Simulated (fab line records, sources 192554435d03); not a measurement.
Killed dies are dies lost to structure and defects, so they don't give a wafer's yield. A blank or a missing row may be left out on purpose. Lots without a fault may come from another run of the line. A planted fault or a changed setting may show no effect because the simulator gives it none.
fab line records | flow n5_finfet
record lots=5 wafers=12 last_day=18
route steps=1938 shown BEOL_M4@1041 PASSIVATION@1936
lots that met no fault: from a run of the same line without faults
start_h: hours from the record's first day to the start of the lot's first wafer shown | wait_h: hours since the lot's step before | " the same as in the row above | L1.1+2: a row that stands for several wafers | - no value, or no start given | * or withheld: withheld | < > ~ a bound
route shown NAME@n: a module of which the file shows steps, and the number in the route of the first | usual: mean/standard deviation of fault-free wafers | same: alike in all rows | chamber/n: place in a boat | sites: the reading at each site | _std_site: their standard deviation | _edge_site: outer sites' mean less inner sites' | radius_mm: how far each site lies from the wafer's centre | mask NAME#n: copy n | behind: the tool/chamber that last shaped the wafer | hold: why the lot was held/for how many hours/how that ended | device: the transistor (n, p or np) that didn't switch | end of line: the same wafers' tests at the end of the route | a step without rows: its recipe alone | killed: dies lost to structure and defects at the first sort, not the wafer's yield | map: a wafer's dies, x killed, . not, _ none there
set.NAME: the setting as run; set.NAME@STEP: as run at that earlier step | model.NAME: the simulator's own value behind a step, which no gauge read
lots at some steps of the route; a table a step, a row a wafer
services: from which hour (start_h, from the record's first day; less than 0 if before it) a tool's chamber was out of use, for how many hours, and why
## steps
# step N5_BEOL_M4_STRIP_65
# recipe chemistry=N2/H2 temp_c=40 n2_flow_sccm=200 h2_flow_sccm=200 rf_frequency_hz=6e+07
# step N5_BEOL_M4_STRIP_75
# recipe chemistry=N2/H2 temp_c=40 n2_flow_sccm=200 h2_flow_sccm=200 rf_frequency_hz=6e+07
# step N5_BEOL_M4_STRIP_66
# recipe chemistry=CF4 resist=SiARC power_w=300 bias_power_w=75 pressure_mtorr=50 cf4_flow_sccm=150 rf_frequency_hz=6e+07
# step N5_BEOL_M4_HM_OPEN_17
# recipe chemistry=Cl2/BCl3 target_depth_a=200 overetch_a=60 target=TiN mask_material=SOC ion_energy_ev=150 pressure_mtorr=10 icp_w=1000 bias_w=126 Cl2_flow_sccm=53.25 bcl3_flow_sccm=21.75 Ar_flow_sccm=25
# step N5_BEOL_M4_STRIP_19
# recipe chemistry=O2 power_w=400 temp_c=40 pressure_mtorr=30 rf_frequency_hz=6e+07 bias_power_w=0 overash_fraction=0.2 o2_flow_sccm=225
# step N5_BEOL_M4_COAT_67
# recipe resist=SOC temp_c=250 time_s=60 spin_rpm=1500 resist_thk_nm=60
# step N5_BEOL_M4_COAT_68
# recipe resist=SiARC temp_c=220 time_s=60 spin_rpm=1500 resist_thk_nm=12
# step N5_BEOL_M4_COAT_76
# recipe resist=underlayer temp_c=205 time_s=60 spin_rpm=1500 resist_thk_nm=5
# step N5_BEOL_M4_COAT_22
# recipe resist=CAR-EUV spin_rpm=1500 resist_thk_nm=30
# step N5_BEOL_M4_EBR_24
# recipe solvent=PGMEA ebr_width_mm=1.5
# step N5_BEOL_M4_SOFTBAKE_23
# recipe temp_c=110 time_s=60 resist=CAR-EUV
# step N5_BEOL_M4_EXPOSE_25
# recipe mask_id=V3 na=0.33 source_shape=quasar sigma_inner=0.2 sigma_outer=0.8 polarization=unpolarized defocus_nm=5 dose_mj=63
# usual exposure_dose_mJ_cm2=62.85/0.065
# columns lot.wafer tool chamber start_h wait_h mask exposure_dose_mJ_cm2
L762.1 euv_scanner-02 0 193.61 - V3#0 63.01
L762.3 " 0 " " V3#0 62.83
L762.4 " 0 " " V3#0 62.83
L770.1 euv_scanner-02 0 255.61 - V3#0 62.88
L770.5 " 0 " " V3#0 62.90
L771.1 euv_scanner-02 0 262.01 - V3#0 62.96
L771.4 " 0 " " V3#0 62.82
L773.1 euv_scanner-02 0 263.39 - V3#0 62.71
L773.5 " 0 " " V3#0 62.81
L780.2 euv_scanner-01 0 308.82 - V3#0 62.91
L780.4 " 0 " " V3#0 62.87
L780.5 " 0 " " V3#0 62.86
# step N5_BEOL_M4_PEB_26
# recipe peb_temp_c=100 peb_time_s=60 resist=CAR-EUV
# step N5_BEOL_M4_DEVELOP_27
# recipe develop_time_s=30 developer=TMAH resist=CAR-EUV rinse_liquid=surfactant_rinse dry=air_spin dev_temp_c=23
# step N5_BEOL_M4_CD_MEAS_28
# recipe target_cd_nm=26.2 landing_energy_ev=500 detector=se_inlens target_cd_y_nm=24.1 polarity=opening
# usual cd_nm=26.17/0.23
# columns lot.wafer tool chamber start_h wait_h cd_nm
L762.1 cd_sem-03 0 193.75 - 25.88
L762.3 " 0 " " 26.46
L762.4 " 0 " " 26.02
L770.1 cd_sem-01 0 255.76 - 18.28
L770.5 " 0 " " 25.82
L771.1 cd_sem-01 0 262.16 - 18.36
L771.4 " 0 " " 18.02
L773.1 cd_sem-02 0 263.54 - 18.97
L773.5 " 0 " " 26.45
L780.2 cd_sem-01 0 308.96 - 26.35
L780.4 " 0 " " 26.16
L780.5 " 0 " " 25.69
# step N5_BEOL_M4_DESCUM_33
# recipe chemistry=O2 time_s=7 source_power_w=50 bias_power_w=20 pressure_mtorr=20 rf_frequency_hz=2.712e+07 temp_c=40 resist=CAR-EUV o2_flow_sccm=225
# step N5_BEOL_M4_ETCH_77
# recipe chemistry=N2/H2 target=underlayer target_depth_a=65 mask_material=CAR-EUV time_s=5.2 ion_energy_ev=200 pressure_mtorr=30 source_w=840 bias_w=150 n2_flow_sccm=200 h2_flow_sccm=200 ends=cleared
# step N5_BEOL_M4_ETCH_69
# recipe chemistry=CF4 target=SiARC target_depth_a=156 mask_material=CAR-EUV time_s=26 ion_energy_ev=80 pressure_mtorr=40 source_w=545 bias_w=36 Ar_flow_sccm=100 cf4_flow_sccm=100 ends=cleared
# step N5_BEOL_M4_ALD_98
# recipe material=SiO2 target_thk_a=25 temp_c=100 ald_precursor_family=BDEAS ald_co_reactant=O2-plasma pulse_time_s=1 co_reactant_pulse_time_s=1 purge_time_s=2 co_reactant_purge_time_s=2 ald_cycles=17 pressure_torr=2
# step N5_BEOL_M4_ETCHBACK_99
# recipe chemistry=CHF3 target=SiO2 target_depth_a=50 time_s=10.4 source_w=215 bias_w=47 Ar_flow_sccm=200 CHF3_flow_sccm=12 ion_energy_ev=100 pressure_mtorr=30
# step N5_BEOL_M4_ETCH_70
# recipe chemistry=N2/H2 target=SOC target_depth_a=800 overetch_a=240 mask_material=SiARC temp_c=40 time_s=130 ion_energy_ev=200 pressure_mtorr=30 source_w=840 bias_w=150 n2_flow_sccm=200 h2_flow_sccm=200
# step N5_BEOL_M4_STRIP_71
# recipe chemistry=N2/H2 temp_c=40 n2_flow_sccm=200 h2_flow_sccm=200 rf_frequency_hz=6e+07
# step N5_BEOL_M4_STRIP_78
# recipe chemistry=N2/H2 temp_c=40 n2_flow_sccm=200 h2_flow_sccm=200 rf_frequency_hz=6e+07
# step N5_BEOL_M4_VIA_ETCH_34
# recipe chemistry=C4F6/O2 target_depth_a=694 mask_material=SOC pressure_mtorr=15 ion_energy_ev=250 taper_deg=4 time_s=65.9 source_w=350 bias_w=170 Ar_flow_sccm=300 C4F6_flow_sccm=10 O2_flow_sccm=10
# step N5_BEOL_M4_STRIP_83
# recipe chemistry=C4F6/O2 resist=SiARC rf_frequency_hz=6e+07
# step N5_BEOL_M4_STRIP_36
# recipe chemistry=N2/H2 power_w=450 temp_c=40 pressure_mtorr=20 rf_frequency_hz=6e+07 overash_fraction=0.3 bias_power_w=7 h2_frac=0.5 n2_flow_sccm=200 h2_flow_sccm=200
# step N5_BEOL_M4_TRENCH_ETCH_37
# recipe chemistry=C4F6/O2 target_depth_a=555.55 target=SiOC time_s=29.2 ion_energy_ev=250 pressure_mtorr=30 source_w=355 bias_w=185 Ar_flow_sccm=300 C4F6_flow_sccm=10 O2_flow_sccm=10
# step N5_BEOL_M4_ETCH_41
# recipe chemistry=CH3F/O2 target=SiCN target_depth_a=299 taper_deg=2 time_s=52.5 ion_energy_ev=120 mask_material=TiN pressure_mtorr=30 source_w=395 bias_w=75 Ar_flow_sccm=150 CH3F_flow_sccm=30 O2_flow_sccm=20
# step N5_BEOL_M4_STRIP_97
# recipe chemistry=N2/H2 time_s=10 power_w=450 temp_c=40 pressure_mtorr=20 rf_frequency_hz=6e+07 bias_power_w=7 n2_flow_sccm=200 h2_flow_sccm=200
# step N5_BEOL_M4_HM_STRIP_39
# recipe chemistry=peroxide_tin_strip material=TiN target_depth_a=250 temp_c=50 time_s=158
# step N5_BEOL_M4_SRD_40
# recipe time_s=30 temp_c=23 rinse_liquid=diw dry=ipa_marangoni
# step N5_BEOL_M4_PRECLEAN_42
# recipe chemistry=residue_remover time_s=60 temp_c=40
# step N5_BEOL_M4_SRD_43
# recipe time_s=30 temp_c=23 rinse_liquid=diw dry=ipa_marangoni
# step N5_BEOL_M4_DEGAS_44
# recipe ambient=vacuum temp_c=250 time_s=60
# step N5_BEOL_M4_PRE_CLEAN_45
# recipe gas=H2/He time_s=30 temp_c=250
# step N5_BEOL_M4_ALD_84
# recipe material=TaN target_thk_a=* temp_c=275 ald_precursor_family=PDMAT ald_co_reactant=NH3 pressure_torr=3 carrier_flow_sccm=1500 pulse_time_s=2 purge_time_s=3 co_reactant_purge_time_s=2 co_reactant_pulse_time_s=3 ald_cycles=30 precursor_vessel_temp_c=75 precursor_vessel_pressure_torr=26.25 precursor_vessel_carrier_sccm=1000
# step N5_BEOL_M4_SURFACE_TREAT_85
# recipe gas=Ar time_s=* ion_energy_ev=* ion_current_ma_cm2=0.5 pressure_mtorr=* ar_flow_sccm=30
# step N5_BEOL_M4_RC_MEAS_101
# usual DIBL_N=36.2/1.2 DIBL_P=36.3/1.3 IOFF_N=0.155/0.019 IOFF_P=0.210/0.029 ION_N=677/8.6 ION_P=465/6.8 SS_N=71.4/0.48 SS_P=73.2/0.53 VT_N=249.9/2.4 VT_P=-250/3.2
# columns lot.wafer tool chamber start_h wait_h DIBL_N[mV/V] DIBL_P[mV/V] IOFF_N[nA/um] IOFF_P[nA/um] ION_N[uA/um] ION_P[uA/um] SS_N[mV/dec] SS_P[mV/dec] VT_N[mV] VT_P[mV]
L762.1 prober-02 0 206.20 0.0 36.9 36.5 0.152 0.180 675 457 71.5 73.3 248.5 -254
L762.3 " 0 " " 37.6 36.8 0.162 0.193 691 466 71.5 73.7 252.0 -254
L762.4 " 0 " " 38.6 39.0 0.188 0.228 676 464 72.0 73.7 248.4 -252
L770.5 prober-01 0 268.66 0.6 39.4 38.0 0.196 0.252 681 469 71.9 73.3 247.5 -245
L773.5 prober-01 0 281.33 0.6 34.8 34.8 0.125 0.171 658 455 71.3 73.1 253.4 -255
L780.2 prober-02 0 322.93 0.2 35.8 33.9 0.136 0.171 666 457 71.1 72.9 251.7 -254
L780.4 " 0 " " 36.1 33.6 0.143 0.177 672 460 71.0 73.5 252.1 -252
L780.5 " 0 " " 34.6 32.5 0.121 0.152 661 452 70.6 72.2 253.8 -256
# step N5_PASSIVATION_PROBE_49
# usual defect_limited_yield=91.2/1.4 killed_at_M0_to_M3=34/10 killed_at_M4_up=13/5.1 killed_at_contacts=12/6.5 killed_at_front_end=41/11 killed_at_other=4/3.3 killed_dies=104/16 killed_on_rim=14/3.9 killed_open=69/13 killed_short=33/7 sort_bin_5_function=5.1/0.91 sort_bin_6_memory=3.3/0.69 sort_n_pass=1076/16 sort_yield_pct=91.2/1.4
# same gross_dies=1180 killed_at_back_side=0 sort_bin_4_leakage[%]=0 sort_bin_8_speed[%]=0
# columns lot.wafer tool chamber start_h wait_h defect_limited_yield[%] killed_at_M0_to_M3 killed_at_M4_up killed_at_contacts killed_at_front_end killed_at_other killed_dies killed_on_rim killed_open killed_short sort_bin_5_function[%] sort_bin_6_memory[%] sort_n_pass sort_yield_pct[%]
L762.1 prober-01 - 315.70 0.0 91.2 44 11 17 32 0 104 19 67 30 4.4 3.8 1076 91.2
L762.3 prober-01 - 315.80 0.1 92.9 27 10 14 33 0 84 12 62 21 3.7 3.2 1096 92.9
L762.4 prober-01 - 315.85 0.2 90.5 37 9 7 58 1 112 17 71 40 4.7 4.5 1068 90.5
L771.1 prober-02 - 370.89 0.0 0 26 1111 7 34 2 1180 152 48 24 6.0 2.7 0 0
L771.4 prober-02 - 371.04 0.2 0 26 1093 11 49 1 1180 152 58 37 6.8 3.0 0 0
L770.1 prober-01 - 372.00 0.0 0 32 1082 20 46 0 1180 152 72 26 6.9 3.5 0 0
L773.1 prober-02 - 376.53 0.0 0 29 1104 19 24 4 1180 152 63 24 4.7 3.9 0 0
# killed by level:class
L762.1 MOL_CONTACT_COAG:geometric_particle:open=15 BEOL_M0_SAQP:geometric_particle:open=10 BEOL_M3:geometric_particle:open=9 BEOL_M0_SAQP:geometric_particle:short=8 STI_FIN_REVEAL:geometric_particle:open=7 BEOL_M2:geometric_particle:open=6 STI_FIN_REVEAL:geometric_particle:short=4 BEOL_M2:geometric_particle:short=4
L762.3 MOL_CONTACT_COAG:geometric_particle:open=14 STI_FIN_REVEAL:geometric_particle:open=10 BEOL_M3:geometric_particle:open=9 DUMMY_GATE:geometric_particle:open=6 BEOL_M0_SAQP:geometric_particle:short=6 BEOL_M2:geometric_particle:open=5 BEOL_M4:geometric_particle:open=4 DUMMY_GATE:geometric_particle:short=3
L762.4 STI_FIN_REVEAL:geometric_particle:open=24 BEOL_M0_SAQP:geometric_particle:open=14 STI_FIN_REVEAL:geometric_particle:short=10 BEOL_M0_SAQP:geometric_particle:short=9 GATE_CUT:geometric_particle:open=6 MOL_CONTACT_COAG:geometric_particle:open=5 BEOL_M2:geometric_particle:short=5 DUMMY_GATE:geometric_particle:open=4
L771.1 BEOL_M4:area_expose=1105 BEOL_M0_SAQP:geometric_particle:open=12 FIN_SAQP:geometric_particle:short=11 STI_FIN_REVEAL:geometric_particle:open=8 BEOL_M3:geometric_particle:open=5 MOL_CONTACT_COAG:geometric_particle:open=4 MOL_CONTACT_COAG:geometric_particle:short=3 BEOL_M0_SAQP:geometric_particle:short=3
L771.4 BEOL_M4:area_expose=1084 FIN_SAQP:geometric_particle:short=16 FIN_SAQP:geometric_particle:open=11 BEOL_M3:geometric_particle:open=9 STI_FIN_REVEAL:geometric_particle:open=7 MOL_CONTACT_COAG:geometric_particle:open=7 BEOL_M0:geometric_particle:open=5 MOL_CONTACT_COAG:geometric_particle:short=4
L770.1 BEOL_M4:area_expose=1076 MOL_CONTACT_COAG:geometric_particle:open=17 STI_FIN_REVEAL:geometric_particle:open=16 BEOL_M0_SAQP:geometric_particle:open=8 HKMG_FIN:area_etch=6 FIN_SAQP:geometric_particle:short=5 BEOL_M1:geometric_particle:open=5 BEOL_M3:geometric_particle:open=5
L773.1 BEOL_M4:area_expose=1093 MOL_CONTACT_COAG:geometric_particle:open=16 BEOL_M0_SAQP:geometric_particle:open=13 GATE_CUT:geometric_particle:short=5 BEOL_M0_SAQP:geometric_particle:short=5 BEOL_M2:geometric_particle:open=5 DUMMY_GATE:geometric_particle:open=4 STI_FIN_REVEAL:geometric_particle:open=3
# map L770.1 (x killed, . not)
_________________xxxxxxxxxxxx________________
______________xxxxxxxxxxxxxxxxxx_____________
___________xxxxxxxxxxxxxxxxxxxxxxxx__________
__________xxxxxxxxxxxxxxxxxxxxxxxxxx_________
________xxxxxxxxxxxxxxxxxxxxxxxxxxxxxx_______
_______xxxxxxxxxxxxxxxxxxxxxxxxxxxxxxxx______
______xxxxxxxxxxxxxxxxxxxxxxxxxxxxxxxxxx_____
_____xxxxxxxxxxxxxxxxxxxxxxxxxxxxxxxxxxxx____
____xxxxxxxxxxxxxxxxxxxxxxxxxxxxxxxxxxxxxx___
___xxxxxxxxxxxxxxxxxxxxxxxxxxxxxxxxxxxxxxxx__
___xxxxxxxxxxxxxxxxxxxxxxxxxxxxxxxxxxxxxxxx__
__xxxxxxxxxxxxxxxxxxxxxxxxxxxxxxxxxxxxxxxxxx_
__xxxxxxxxxxxxxxxxxxxxxxxxxxxxxxxxxxxxxxxxxx_
_xxxxxxxxxxxxxxxxxxxxxxxxxxxxxxxxxxxxxxxxxxxx
_xxxxxxxxxxxxxxxxxxxxxxxxxxxxxxxxxxxxxxxxxxxx
_xxxxxxxxxxxxxxxxxxxxxxxxxxxxxxxxxxxxxxxxxxxx
_xxxxxxxxxxxxxxxxxxxxxxxxxxxxxxxxxxxxxxxxxxxx
_xxxxxxxxxxxxxxxxxxxxxxxxxxxxxxxxxxxxxxxxxxxx
_xxxxxxxxxxxxxxxxxxxxxxxxxxxxxxxxxxxxxxxxxxxx
_xxxxxxxxxxxxxxxxxxxxxxxxxxxxxxxxxxxxxxxxxxxx
_xxxxxxxxxxxxxxxxxxxxxxxxxxxxxxxxxxxxxxxxxxxx
__xxxxxxxxxxxxxxxxxxxxxxxxxxxxxxxxxxxxxxxxxx_
__xxxxxxxxxxxxxxxxxxxxxxxxxxxxxxxxxxxxxxxxxx_
___xxxxxxxxxxxxxxxxxxxxxxxxxxxxxxxxxxxxxxxx__
___xxxxxxxxxxxxxxxxxxxxxxxxxxxxxxxxxxxxxxxx__
____xxxxxxxxxxxxxxxxxxxxxxxxxxxxxxxxxxxxxx___
_____xxxxxxxxxxxxxxxxxxxxxxxxxxxxxxxxxxxx____
______xxxxxxxxxxxxxxxxxxxxxxxxxxxxxxxxxx_____
_______xxxxxxxxxxxxxxxxxxxxxxxxxxxxxxxx______
________xxxxxxxxxxxxxxxxxxxxxxxxxxxxxx_______
__________xxxxxxxxxxxxxxxxxxxxxxxxxx_________
___________xxxxxxxxxxxxxxxxxxxxxxxx__________
______________xxxxxxxxxxxxxxxxxx_____________
_________________xxxxxxxxxxxx________________
# map L771.1 (x killed, . not)
_________________xxxxxxxxxxxx________________
______________xxxxxxxxxxxxxxxxxx_____________
___________xxxxxxxxxxxxxxxxxxxxxxxx__________
__________xxxxxxxxxxxxxxxxxxxxxxxxxx_________
________xxxxxxxxxxxxxxxxxxxxxxxxxxxxxx_______
_______xxxxxxxxxxxxxxxxxxxxxxxxxxxxxxxx______
______xxxxxxxxxxxxxxxxxxxxxxxxxxxxxxxxxx_____
_____xxxxxxxxxxxxxxxxxxxxxxxxxxxxxxxxxxxx____
____xxxxxxxxxxxxxxxxxxxxxxxxxxxxxxxxxxxxxx___
___xxxxxxxxxxxxxxxxxxxxxxxxxxxxxxxxxxxxxxxx__
___xxxxxxxxxxxxxxxxxxxxxxxxxxxxxxxxxxxxxxxx__
__xxxxxxxxxxxxxxxxxxxxxxxxxxxxxxxxxxxxxxxxxx_
__xxxxxxxxxxxxxxxxxxxxxxxxxxxxxxxxxxxxxxxxxx_
_xxxxxxxxxxxxxxxxxxxxxxxxxxxxxxxxxxxxxxxxxxxx
_xxxxxxxxxxxxxxxxxxxxxxxxxxxxxxxxxxxxxxxxxxxx
_xxxxxxxxxxxxxxxxxxxxxxxxxxxxxxxxxxxxxxxxxxxx
_xxxxxxxxxxxxxxxxxxxxxxxxxxxxxxxxxxxxxxxxxxxx
_xxxxxxxxxxxxxxxxxxxxxxxxxxxxxxxxxxxxxxxxxxxx
_xxxxxxxxxxxxxxxxxxxxxxxxxxxxxxxxxxxxxxxxxxxx
_xxxxxxxxxxxxxxxxxxxxxxxxxxxxxxxxxxxxxxxxxxxx
_xxxxxxxxxxxxxxxxxxxxxxxxxxxxxxxxxxxxxxxxxxxx
__xxxxxxxxxxxxxxxxxxxxxxxxxxxxxxxxxxxxxxxxxx_
__xxxxxxxxxxxxxxxxxxxxxxxxxxxxxxxxxxxxxxxxxx_
___xxxxxxxxxxxxxxxxxxxxxxxxxxxxxxxxxxxxxxxx__
___xxxxxxxxxxxxxxxxxxxxxxxxxxxxxxxxxxxxxxxx__
____xxxxxxxxxxxxxxxxxxxxxxxxxxxxxxxxxxxxxx___
_____xxxxxxxxxxxxxxxxxxxxxxxxxxxxxxxxxxxx____
______xxxxxxxxxxxxxxxxxxxxxxxxxxxxxxxxxx_____
_______xxxxxxxxxxxxxxxxxxxxxxxxxxxxxxxx______
________xxxxxxxxxxxxxxxxxxxxxxxxxxxxxx_______
__________xxxxxxxxxxxxxxxxxxxxxxxxxx_________
___________xxxxxxxxxxxxxxxxxxxxxxxx__________
______________xxxxxxxxxxxxxxxxxx_____________
_________________xxxxxxxxxxxx________________
## services
# columns tool chamber start_h hours kind
euv_scanner-01 - 205.15 1.0 pm
euv_scanner-02 - 217.22 1.0 pm
euv_scanner-02 - 238.24 4.6 pm
euv_scanner-02 - 243.42 3.1 repair
euv_scanner-01 - 246.51 4.6 pm
euv_scanner-02 - 252.63 0.4 repair
euv_scanner-01 - 255.27 2.2 repair
euv_scanner-01 - 261.27 1.0 pm
euv_scanner-02 0 268.23 - calibration
euv_scanner-01 - 272.79 0.5 repair
euv_scanner-02 - 273.37 1.0 pm
euv_scanner-01 - 284.55 0.4 repair
euv_scanner-02 - 306.11 0.4 repair
euv_scanner-02 - 306.65 2.4 repair
## key
first_sign step=N5_BEOL_M4_CD_MEAS_28 reading=cd_nm direction=down sigmas=34 usual=26.17 struck=18.41
effect step=N5_PASSIVATION_PROBE_49 reading=killed_at_M4_up direction=up sigmas=99+ usual=13 struck=1098
more_kills_born_at N5_BEOL_M4_EXPOSE_25@euv_scanner-02=4356
met_at N5_BEOL_M4_EXPOSE_25
struck_wafers L770.1,L771.1,L771.4,L773.1
later_rows_left_out L770.1,L771.1,L771.4,L773.1
onset_between 193.61 255.61
fault kind=process_parameter_drift tool=euv_scanner-02 chamber=- onset_h=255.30 steps=N5_BEOL_M4_EXPOSE_25 channel=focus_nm offset=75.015 shape=step end_h=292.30 scope=struck_wafers_only
# later_rows_left_out: the simulator's readings of these wafers behind a module that went badly wrong aren't trusted and aren't shown, but for the sort
